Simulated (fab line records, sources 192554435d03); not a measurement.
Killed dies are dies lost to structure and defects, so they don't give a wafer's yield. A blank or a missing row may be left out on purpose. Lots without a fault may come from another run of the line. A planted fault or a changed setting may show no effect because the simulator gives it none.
fab line records | flow n5_finfet
record lots=7 wafers=21 last_day=18
route steps=1938 shown BEOL_M11@1541
lots that met no fault: from a run of the same line without faults
start_h: hours from the record's first day to the start of the lot's first wafer shown | wait_h: hours since the lot's step before | " the same as in the row above | L1.1+2: a row that stands for several wafers | - no value, or no start given | * or withheld: withheld | < > ~ a bound
route shown NAME@n: a module of which the file shows steps, and the number in the route of the first | usual: mean/standard deviation of fault-free wafers | same: alike in all rows | chamber/n: place in a boat | sites: the reading at each site | _std_site: their standard deviation | _edge_site: outer sites' mean less inner sites' | radius_mm: how far each site lies from the wafer's centre | mask NAME#n: copy n | behind: the tool/chamber that last shaped the wafer | hold: why the lot was held/for how many hours/how that ended | device: the transistor (n, p or np) that didn't switch | end of line: the same wafers' tests at the end of the route | a step without rows: its recipe alone | killed: dies lost to structure and defects at the first sort, not the wafer's yield | map: a wafer's dies, x killed, . not, _ none there
set.NAME: the setting as run; set.NAME@STEP: as run at that earlier step | model.NAME: the simulator's own value behind a step, which no gauge read
lots at some steps of the route; a table a step, a row a wafer
services: from which hour (start_h, from the record's first day; less than 0 if before it) a tool's chamber was out of use, for how many hours, and why
## steps
# step N5_BEOL_M11_COAT_59
# recipe resist=SOC temp_c=250 time_s=60 spin_rpm=1500 resist_thk_nm=100
# step N5_BEOL_M11_COAT_60
# recipe resist=SiARC temp_c=220 time_s=60 spin_rpm=1500 resist_thk_nm=30
# step N5_BEOL_M11_COAT_05
# recipe resist=CAR-ArF spin_rpm=1500 resist_thk_nm=90
# step N5_BEOL_M11_EBR_07
# recipe solvent=PGMEA ebr_width_mm=1.5
# step N5_BEOL_M11_SOFTBAKE_06
# recipe temp_c=110 time_s=60 resist=CAR-ArF
# step N5_BEOL_M11_EXPOSE_08
# recipe mask_id=M11 na=1.35 source_shape=dipole sigma_inner=0.411 sigma_outer=0.611 polarization=te dose_mj=53.75
# step N5_BEOL_M11_PEB_09
# recipe peb_temp_c=withheld peb_time_s=60 resist=CAR-ArF
# step N5_BEOL_M11_DEVELOP_10
# recipe develop_time_s=30 developer=TMAH resist=CAR-ArF rinse_liquid=diw dry=air_spin dev_temp_c=23
# step N5_BEOL_M11_CD_MEAS_11
# recipe target_cd_nm=64.1 landing_energy_ev=500 detector=se_inlens polarity=opening
# usual cd_nm=64.1/0.56
# columns lot.wafer tool chamber start_h wait_h cd_nm
L264.1 cd_sem-02 0 230.30 - 64.4
L264.5 " 0 " " 63.6
L264.6 " 0 " " 63.9
L268.2 cd_sem-02 0 268.91 - 63.7
L268.3 " 0 " " 64.6
L268.6 " 0 " " 63.9
L280.2 cd_sem-01 0 327.76 - 64.1
L280.4 " 0 " " 64.7
L280.5 " 0 " " 63.7
L279.1 cd_sem-02 0 331.72 - 64.0
L279.2 " 0 " " 64.6
L279.6 " 0 " " 64.5
L278.3 cd_sem-02 0 331.96 - 64.1
L278.5 " 0 " " 64.7
L278.6 " 0 " " 64.4
L284.1 cd_sem-02 0 370.37 - 64.2
L284.2 " 0 " " 63.8
L284.6 " 0 " " 64.7
L285.2 cd_sem-03 0 385.42 - 63.9
L285.4 " 0 " " 63.7
L285.5 " 0 " " 64.0
# step N5_BEOL_M11_OVL_MEAS_12
# recipe points_per_wafer=44
# usual M11_OVL=-0.6/0.92
# columns lot.wafer tool chamber start_h wait_h M11_OVL[nm]
L264.1 overlay-01 0 230.34 0.0 -1.8
L264.5 " 0 " " -1.9
L264.6 " 0 " " -2.7
L268.2 overlay-01 0 268.94 0.0 -0.3
L268.3 " 0 " " -1.0
L268.6 " 0 " " -0.6
L280.2 overlay-01 0 327.79 0.0 -1.3
L280.4 " 0 " " -2.3
L280.5 " 0 " " 0.1
L279.1 overlay-02 0 331.75 0.0 -1.0
L279.2 " 0 " " -0.9
L279.6 " 0 " " -0.4
L278.3 overlay-02 0 331.98 0.0 -0.3
L278.5 " 0 " " -1.2
L278.6 " 0 " " -1.5
L284.1 overlay-02 0 370.40 0.0 -0.2
L284.2 " 0 " " -1.0
L284.6 " 0 " " -1.0
L285.2 overlay-02 0 385.45 0.0 -0.1
L285.4 " 0 " " 0.0
L285.5 " 0 " " -0.7
# step N5_BEOL_M11_INSPECT_13
# recipe mode=adi inspect_instrument=brightfield
# usual raw_defect_count=409/98
# columns lot.wafer tool chamber start_h wait_h raw_defect_count
L264.1 defect_inspect-01 - 230.36 0.0 446
L264.5 " - " " 336
L264.6 " - " " 446
L268.2 defect_inspect-02 - 268.97 0.0 371
L268.3 " - " " 344
L268.6 " - " " 556
L280.2 defect_inspect-01 - 327.81 0.0 356
L280.4 " - " " 533
L280.5 " - " " 464
L279.1 defect_inspect-01 - 331.77 0.0 604
L279.2 " - " " 544
L279.6 " - " " 544
L278.3 defect_inspect-01 - 332.01 0.0 670
L278.5 " - " " 456
L278.6 " - " " 532
L284.1 defect_inspect-02 - 370.42 0.0 327
L284.2 " - " " 369
L284.6 " - " " 356
L285.2 defect_inspect-01 - 385.48 0.0 528
L285.4 " - " " 466
L285.5 " - " " 357
# step N5_BEOL_M11_DESCUM_16
# recipe chemistry=O2 time_s=7.9 source_power_w=50 bias_power_w=20 pressure_mtorr=20 rf_frequency_hz=2.712e+07 temp_c=40 resist=CAR-ArF o2_flow_sccm=225
# usual chamber_pressure_mTorr=19.999/0.021 drypump_motor_current_A=5.7/0.38 oes_product_au=0.81/0.097 rf_vpp_V=243.6/1.2 showerhead_plenum_p_Torr=2.12/0.061 throttle_valve_pct=20.39/0.28
# columns lot.wafer tool chamber start_h wait_h chamber_pressure_mTorr drypump_motor_current_A oes_product_au rf_hours_counter_h rf_vpp_V showerhead_plenum_p_Torr throttle_valve_pct
L264.1 rie_diel-02 1 230.77 0.4 19.999 6.0 0.77 158 243.6 2.08 19.96
L264.5 " 3 " " 19.980 5.6 0.70 - 244.7 2.16 20.47
L264.6 " 2 " " 20.031 5.1 0.75 - 243.7 2.18 20.75
L268.2 rie_diel-03 3 269.00 0.0 19.999 5.6 0.71 226 242.5 2.06 20.52
L268.3 " 1 " " 20.020 5.5 0.96 8 242.9 2.03 20.00
L268.6 " 1 " " 20.053 5.5 0.96 - 242.2 2.03 20.01
L280.2 rie_diel-06 2 327.97 0.2 19.973 6.1 0.73 195 244.4 2.18 20.77
L280.4 " 1 " " 20.003 5.7 0.98 1 245.2 2.15 20.27
L280.5 " 2 " " 19.982 6.1 0.73 - 243.3 2.18 20.78
L279.1 rie_diel-06 2 331.81 0.0 19.990 6.1 0.73 196 244.6 2.18 20.77
L279.2 " 0 " " 19.992 5.4 0.81 107 244.3 2.12 20.43
L279.6 " 3 " " 20.029 5.7 0.92 - 244.7 2.14 20.19
L278.3 rie_diel-02 0 332.04 0.0 20.008 6.6 0.93 12 244.2 2.22 20.09
L278.5 " 1 " " 20.008 6.0 0.74 - 243.6 2.07 20.01
L278.6 " 0 " " 20.034 6.6 0.94 - 245.8 2.22 20.09
L284.1 rie_diel-03 1 370.45 0.0 19.993 5.5 0.89 35 241.6 2.02 20.05
L284.2 " 0 " " 20.013 5.3 0.74 201 244.3 2.18 20.56
L284.6 " 1 " " 19.980 5.5 0.89 - 243.0 2.02 20.05
L285.2 rie_diel-03 1 385.65 0.2 20.021 5.5 0.88 41 243.2 2.02 20.07
L285.4 " 1 " " 19.998 5.5 0.87 - 242.5 2.02 20.05
L285.5 " 2 " " 19.988 5.8 0.87 - 242.0 2.06 20.41
# step N5_BEOL_M11_ETCH_61
# recipe chemistry=CF4 target=SiARC target_depth_a=390 mask_material=CAR-ArF time_s=65 ion_energy_ev=80 pressure_mtorr=40 source_w=545 bias_w=36 Ar_flow_sccm=100 cf4_flow_sccm=100 ends=cleared
# usual bias_w=36.00/0.12 cf4_flow_sccm=99.99/0.29 chamber_pressure_mTorr=40.00/0.039 drypump_motor_current_A=5.7/0.38 etch_rf_on_time_s=64.8/1.8 mfc_ar_sccm=100.0/0.31 oes_product_au=0.69/0.085 rf_vpp_V=184.3/1.1 showerhead_plenum_p_Torr=2.17/0.056 throttle_valve_pct=15.58/0.25
# columns lot.wafer tool chamber start_h wait_h bias_w cf4_flow_sccm chamber_pressure_mTorr drypump_motor_current_A etch_rf_on_time_s mfc_ar_sccm oes_product_au rf_hours_counter_h rf_vpp_V showerhead_plenum_p_Torr throttle_valve_pct model.CAR-ArF_of_BEOL_M11_COAT_05.thk_nm
L264.1 rie_diel-02 1 230.81 0.0 36.10 100.38 39.98 6.0 63.1 100.1 0.65 158 183.6 2.14 15.27 55.4
L264.5 " 3 " " 35.96 99.77 39.99 5.6 63.3 99.6 0.60 - 184.4 2.20 15.61 55.4
L264.6 " 2 " " 36.04 99.93 39.97 5.1 66.6 100.2 0.62 - 184.7 2.23 15.93 55.2
L268.2 rie_diel-03 3 269.04 0.0 36.19 99.30 39.93 5.5 64.8 99.6 0.62 226 182.8 2.11 15.79 55
L268.3 " 1 " " 36.06 99.56 40.01 5.5 65.9 100.1 0.80 8 182.9 2.12 15.38 55
L268.6 " 1 " " 36.08 99.95 40.04 5.5 65.3 99.9 0.81 - 183.7 2.12 15.40 55
L280.2 rie_diel-06 2 328.00 0.0 - - - - - - - - - - - 83.2
L280.4 " 1 " " - - - - - - - - - - - 83.2
L280.5 " 2 " " - - - - - - - - - - - 83.2
L279.1 rie_diel-06 2 331.84 0.0 - - - - - - - - - - - 83.8
L279.2 " 0 " " - - - - - - - - - - - 83.8
L279.6 " 3 " " - - - - - - - - - - - 83.4
L278.3 rie_diel-02 0 332.08 0.0 - - - - - - - - - - - 83.6
L278.5 " 1 " " - - - - - - - - - - - 83.8
L278.6 " 0 " " - - - - - - - - - - - 83.6
L284.1 rie_diel-03 1 370.49 0.0 36.05 99.71 40.05 5.5 66.6 99.8 0.75 35 182.6 2.11 15.43 55.2
L284.2 " 0 " " 36.02 99.93 39.98 5.3 67.8 99.6 0.62 201 185.9 2.22 15.76 55.6
L284.6 " 1 " " 36.02 100.13 39.93 5.5 66.1 100.3 0.76 - 185.1 2.11 15.42 55.6
L285.2 rie_diel-03 1 385.68 0.0 36.04 99.69 40.08 5.5 66.4 100.7 0.74 41 183.3 2.11 15.44 55.4
L285.4 " 1 " " 35.99 100.27 39.94 5.5 66.7 100.4 0.73 - 185.5 2.11 15.44 55.6
L285.5 " 2 " " 36.04 100.04 40.05 5.8 63.3 100.0 0.74 - 183.8 2.09 15.43 55.6
# step N5_BEOL_M11_ETCH_62
# recipe chemistry=N2/H2 target=SOC target_depth_a=1100 overetch_a=220 mask_material=SiARC temp_c=40 time_s=165 ion_energy_ev=200 pressure_mtorr=30 source_w=840 bias_w=150 n2_flow_sccm=200 h2_flow_sccm=200
# usual bias_w=150.0/0.44 chamber_pressure_mTorr=29.999/0.028 drypump_motor_current_A=5.7/0.38 oes_product_au=0.68/0.078 rf_vpp_V=524.8/2 showerhead_plenum_p_Torr=2.58/0.07 throttle_valve_pct=17.79/0.25
# columns lot.wafer tool chamber start_h wait_h bias_w chamber_pressure_mTorr drypump_motor_current_A oes_product_au rf_hours_counter_h rf_vpp_V showerhead_plenum_p_Torr throttle_valve_pct
L264.1 rie_diel-02 1 230.86 0.0 150.3 30.017 6.1 0.64 158 524.4 2.56 17.56
L264.5 " 3 " " 149.6 29.994 5.6 0.59 - 526.4 2.60 17.83
L264.6 " 2 " " 149.4 29.991 5.1 0.63 - 526.4 2.63 18.02
L268.2 rie_diel-03 3 269.09 0.0 150.1 30.008 5.6 0.61 226 522.2 2.52 18.12
L268.3 " 1 " " 149.6 29.985 5.5 0.81 8 522.7 2.48 17.43
L268.6 " 1 " " 149.2 30.001 5.5 0.80 - 521.3 2.48 17.40
L280.2 rie_diel-06 2 328.05 0.0 149.7 29.988 6.1 0.27 195 527.7 2.63 18.00
L280.4 " 1 " " 149.7 29.998 5.8 0.37 1 524.4 2.60 17.45
L280.5 " 2 " " 150.5 29.977 6.1 0.27 - 527.1 2.63 18.00
L279.1 rie_diel-06 2 331.89 0.0 150.4 30.009 6.1 0.27 196 526.9 2.63 18.01
L279.2 " 0 " " 150.2 30.007 5.3 0.30 107 524.7 2.56 17.70
L279.6 " 3 " " 150.6 30.022 5.7 0.33 - 524.6 2.61 17.59
L278.3 rie_diel-02 0 332.13 0.0 149.8 30.033 6.6 0.34 12 529.1 2.73 17.61
L278.5 " 1 " " 149.7 30.023 6.0 0.28 - 523.0 2.54 17.56
L278.6 " 0 " " 149.8 30.025 6.5 0.34 - 528.8 2.73 17.63
L284.1 rie_diel-03 1 370.54 0.0 149.5 29.986 5.5 0.76 35 521.7 2.47 17.47
L284.2 " 0 " " 149.9 30.070 5.3 0.63 201 526.6 2.64 18.00
L284.6 " 1 " " 150.4 30.017 5.5 0.75 - 523.8 2.47 17.46
L285.2 rie_diel-03 1 385.73 0.0 149.7 30.020 5.5 0.74 41 521.7 2.47 17.47
L285.4 " 1 " " 150.3 30.011 5.5 0.74 - 523.1 2.47 17.46
L285.5 " 2 " " 149.9 30.025 5.8 0.73 - 521.9 2.46 17.57
# step N5_BEOL_M11_STRIP_68
# recipe chemistry=N2/H2 temp_c=40 n2_flow_sccm=200 h2_flow_sccm=200 rf_frequency_hz=6e+07
# step N5_BEOL_M11_STRIP_67
# recipe chemistry=CF4 resist=SiARC power_w=300 bias_power_w=75 pressure_mtorr=50 cf4_flow_sccm=150 rf_frequency_hz=6e+07
# usual chamber_pressure_mTorr=50.00/0.049 drypump_motor_current_A=5.7/0.39 oes_product_au=0.80/0.091 rf_vpp_V=271.6/1.1 showerhead_plenum_p_Torr=1.82/0.046 throttle_valve_pct=13.56/0.26
# columns lot.wafer tool chamber start_h wait_h chamber_pressure_mTorr drypump_motor_current_A oes_product_au rf_hours_counter_h rf_vpp_V showerhead_plenum_p_Torr throttle_valve_pct
L264.1 rie_diel-02 1 231.01 0.0 49.97 6.0 0.75 158 269.9 1.80 13.33
L264.5 " 3 " " 50.02 5.6 0.70 - 271.9 1.85 13.66
L264.6 " 2 " " 50.05 5.1 0.74 - 271.2 1.86 13.92
L268.2 rie_diel-03 3 269.23 0.0 50.05 5.6 0.72 226 271.1 1.77 13.78
L268.3 " 1 " " 49.99 5.5 0.95 8 270.5 1.77 13.28
L268.6 " 1 " " 49.92 5.5 0.95 - 270.8 1.77 13.29
L280.2 rie_diel-06 2 328.20 0.0 49.91 6.1 0.72 195 271.8 1.86 13.90
L280.4 " 1 " " 49.92 5.7 0.98 2 271.8 1.84 13.33
L280.5 " 2 " " 50.06 6.1 0.72 - 272.0 1.86 13.89
L279.1 rie_diel-06 2 332.04 0.0 50.10 6.0 0.72 196 272.9 1.86 13.91
L279.2 " 0 " " 49.91 5.4 0.81 107 271.0 1.80 13.51
L279.6 " 3 " " 50.03 5.7 0.90 - 272.2 1.83 13.31
L278.3 rie_diel-02 0 332.27 0.0 50.00 6.6 0.91 12 273.6 1.89 13.24
L278.5 " 1 " " 50.05 6.0 0.73 - 270.8 1.79 13.38
L278.6 " 0 " " 50.03 6.6 0.91 - 272.5 1.89 13.22
L284.1 rie_diel-03 1 370.68 0.0 49.92 5.5 0.89 35 270.2 1.77 13.35
L284.2 " 0 " " 49.97 5.3 0.74 202 272.5 1.86 13.76
L284.6 " 1 " " 50.04 5.5 0.89 - 269.8 1.77 13.36
L285.2 rie_diel-03 1 385.88 0.0 49.97 5.5 0.88 41 271.3 1.77 13.37
L285.4 " 1 " " 49.94 5.5 0.88 - 270.7 1.76 13.37
L285.5 " 2 " " 49.97 5.8 0.85 - 269.0 1.76 13.42
# step N5_BEOL_M11_HM_OPEN_17
# recipe chemistry=Cl2/BCl3 target_depth_a=200 overetch_a=60 target=TiN mask_material=SOC ion_energy_ev=150 pressure_mtorr=10 icp_w=1000 bias_w=126 Cl2_flow_sccm=53.25 bcl3_flow_sccm=21.75 Ar_flow_sccm=25
# usual chamber_pressure_mTorr=10.001/0.0096 drypump_motor_current_A=5.94/0.19 he_backside_leak_sccm=3.28/0.15 mfc_ar_sccm=25.00/0.076 oes_product_au=0.69/0.074 throttle_valve_pct=21.98/0.16
# columns lot.wafer tool chamber start_h wait_h chamber_pressure_mTorr drypump_motor_current_A he_backside_leak_sccm mfc_ar_sccm oes_product_au rf_hours_counter_h throttle_valve_pct
L264.1 rie_metal-01 1 231.05 0.0 9.993 6.23 3.27 24.99 0.59 86 22.16
L264.5 " 0 " " 9.994 5.79 3.53 25.00 0.54 - 22.14
L264.6 " 1 " " 10.008 6.32 3.34 25.04 0.59 - 22.11
L268.2 rie_metal-01 0 269.27 0.0 9.997 5.84 3.34 25.14 0.85 0 21.68
L268.3 " 1 " " 10.002 6.23 3.05 24.80 0.58 - 22.14
L268.6 " 0 " " 9.998 5.80 3.34 25.00 0.83 - 21.66
L280.2 rie_metal-03 1 328.24 0.0 9.993 5.76 2.99 24.96 0.31 32 22.51
L280.4 " 0 " " 9.999 6.00 3.41 25.04 0.33 - 22.71
L280.5 " 0 " " 9.998 6.02 3.54 25.01 0.32 - 22.70
L279.1 rie_metal-03 1 332.08 0.0 9.997 5.77 3.14 24.96 0.30 32 22.50
L279.2 " 0 " " 10.005 6.05 3.43 25.03 0.32 13 22.71
L279.6 " 0 " " 9.992 6.02 3.41 25.05 0.33 - 22.71
L278.3 rie_metal-03 1 332.34 0.1 9.992 5.75 3.07 25.15 0.30 - 22.51
L278.5 " 0 " " 10.004 6.02 3.46 25.02 0.34 - 22.73
L278.6 " 1 " " 10.008 5.76 3.09 24.97 0.30 - 22.51
L284.1 rie_metal-03 1 370.73 0.0 10.009 5.75 3.29 24.93 0.69 35 21.88
L284.2 " 0 " " 10.001 6.03 3.46 24.94 0.74 17 22.05
L284.6 " 1 " " 9.997 5.72 3.21 24.89 0.69 - 21.87
L285.2 rie_metal-01 1 385.92 0.0 10.004 6.22 3.20 25.00 0.56 104 22.17
L285.4 " 1 " " 9.999 6.21 3.16 25.00 0.56 - 22.20
L285.5 " 0 " " 9.994 5.81 3.40 25.05 0.75 - 21.70
# step N5_BEOL_M11_STRIP_19
# recipe chemistry=O2 power_w=400 temp_c=40 pressure_mtorr=30 rf_frequency_hz=6e+07 bias_power_w=0 overash_fraction=0.2 o2_flow_sccm=225
# usual chamber_pressure_mTorr=30.00/0.045 drypump_motor_current_A=5.7/0.42 oes_product_au=0.82/0.1 rf_vpp_V=3.7/0.64 showerhead_plenum_p_Torr=2.12/0.066 throttle_valve_pct=16.60/0.29
# columns lot.wafer tool chamber start_h wait_h chamber_pressure_mTorr drypump_motor_current_A oes_product_au rf_hours_counter_h rf_vpp_V showerhead_plenum_p_Torr throttle_valve_pct
L264.1 rie_diel-02 3 231.25 0.2 29.96 5.6 0.69 239 3.3 2.16 16.71
L264.5 " 3 " " 30.06 5.6 0.70 - 3.8 2.16 16.70
L264.6 " 2 " " 29.97 5.1 0.74 - 3.9 2.19 17.02
L268.2 rie_diel-06 0 269.41 0.1 30.01 5.3 0.83 86 4.4 2.13 16.62
L268.3 " 2 " " 30.01 6.1 0.74 175 3.6 2.19 16.98
L268.6 " 1 " " 30.05 5.7 0.70 - 2.9 2.16 16.98
L280.2 rie_diel-03 1 328.38 0.1 29.97 5.5 0.91 26 2.3 2.03 16.29
L280.4 " 0 " " 29.94 5.3 0.75 193 3.6 2.19 16.82
L280.5 " 2 " " 29.98 5.8 0.89 - 4.4 2.07 16.61
L279.1 rie_diel-02 1 332.29 0.2 30.00 6.0 0.74 188 3.7 2.07 16.33
L279.2 " 2 " " 29.99 5.1 0.72 199 3.5 2.17 17.07
L279.6 " 0 " " 30.02 6.5 0.93 - 3.2 2.23 16.37
L278.3 rie_diel-03 2 332.42 0.1 30.06 5.8 0.90 37 2.9 2.07 16.59
L278.5 " 2 " " 29.97 5.8 0.90 - 3.9 2.07 16.59
L278.6 " 1 " " 30.02 5.5 0.90 - 2.6 2.03 16.29
L284.1 rie_diel-02 3 370.84 0.1 30.03 5.6 0.93 29 3.9 2.15 16.27
L284.2 " 1 " " 29.95 6.0 0.73 202 4.5 2.07 16.34
L284.6 " 3 " " 29.98 5.6 0.93 - 3.1 2.15 16.26
L285.2 rie_diel-02 3 386.03 0.1 29.96 5.6 0.90 34 3.9 2.14 16.25
L285.4 " 2 " " 30.02 5.1 0.69 218 3.8 2.17 17.11
L285.5 " 3 " " 30.01 5.6 0.91 - 3.7 2.15 16.29
# step N5_BEOL_M11_CD_MEAS_18
# recipe pitch_nm=140 target_cd_nm=70
# usual cd_nm=70.0/0.69
# columns lot.wafer tool chamber start_h wait_h cd_nm
L264.1 cd_sem-01 - 231.32 0.0 69.8
L264.5 " - " " 69.8
L264.6 " - " " 69.5
L268.2 cd_sem-01 - 269.49 0.1 69.3
L268.3 " - " " 70.9
L268.6 " - " " 69.8
L280.2 cd_sem-01 - 328.45 0.1 -
L280.4 " - " " -
L280.5 " - " " -
L279.1 cd_sem-02 - 332.36 0.0 -
L279.2 " - " " -
L279.6 " - " " -
L278.3 cd_sem-01 - 332.50 0.1 -
L278.5 " - " " -
L278.6 " - " " -
L284.1 cd_sem-01 - 370.91 0.0 70.2
L284.2 " - " " 69.5
L284.6 " - " " 70.5
L285.2 cd_sem-03 - 386.10 0.1 70.2
L285.4 " - " " 70.4
L285.5 " - " " 71.0
# step N5_BEOL_M11_COAT_63
# recipe resist=SOC temp_c=250 time_s=60 spin_rpm=1500 resist_thk_nm=100
## services
# columns tool chamber start_h hours kind
rie_diel-03 1 223.29 - clean
rie_diel-03 1 223.29 - consumable_replace:focus_ring
rie_diel-03 1 223.29 20.4 scheduled_down
rie_diel-03 1 223.29 20.4 vent_cycle
rie_diel-06 3 250.46 - clean
rie_diel-06 3 250.46 - consumable_replace:focus_ring
rie_diel-06 3 250.46 18.2 scheduled_down
rie_diel-02 3 261.39 - clean
rie_diel-02 3 261.39 - consumable_replace:focus_ring
rie_diel-02 3 261.39 21.8 scheduled_down
rie_diel-02 3 261.39 21.8 vent_cycle
rie_diel-02 0 283.23 - clean
rie_diel-02 0 283.23 - consumable_replace:focus_ring
rie_diel-02 0 283.23 - consumable_replace:showerhead
rie_diel-02 0 283.23 12.3 scheduled_down
rie_diel-02 0 283.23 12.3 vent_cycle
rie_diel-02 - 315.59 2.8 pm
rie_diel-03 - 343.13 14.6 pm
rie_diel-06 1 352.47 9.0 repair
rie_diel-03 3 364.27 - clean
rie_diel-03 3 364.27 - consumable_replace:esc
rie_diel-03 3 364.27 - consumable_replace:focus_ring
rie_diel-03 3 364.27 21.6 scheduled_down
rie_diel-03 3 364.27 21.6 vent_cycle
## key
first_sign step=N5_BEOL_M11_ETCH_61 reading=tool_record direction=missing
effect step=N5_BEOL_M11_ETCH_62 reading=oes_product_au direction=down sigmas=4.8 usual=0.68 struck=0.31
effect step=N5_BEOL_M11_HM_OPEN_17 reading=oes_product_au direction=down sigmas=5 usual=0.69 struck=0.32
effect step=N5_BEOL_M11_CD_MEAS_18 reading=cd_nm direction=missing
model_effect step=N5_BEOL_M11_ETCH_61 value=CAR-ArF_of_BEOL_M11_COAT_05.thk_nm without=55.6 struck=83.51
met_at N5_BEOL_M11_ETCH_61
struck_wafers L278.3,L278.5,L278.6,L279.1,L279.2,L279.6,L280.2,L280.4,L280.5
later_rows_left_out L278.3,L278.5,L278.6,L279.1,L279.2,L279.6,L280.2,L280.4,L280.5
sort_left_out L278.3,L278.5,L278.6,L279.1,L279.2,L279.6,L280.2,L280.4,L280.5
onset_between 230.81 328.00
fault kind=skipped_step_whole tool=rie_diel-02,rie_diel-06 chamber=- onset_h=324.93 steps=N5_BEOL_M11_ETCH_61 scope=struck_lots_only
# sort_left_out: the simulated sort isn't trusted on such a fault, so these wafers' sort isn't shown, and their yield isn't known
# later_rows_left_out: the simulator's readings of these wafers behind a module that went badly wrong aren't trusted and aren't shown, but for the sort
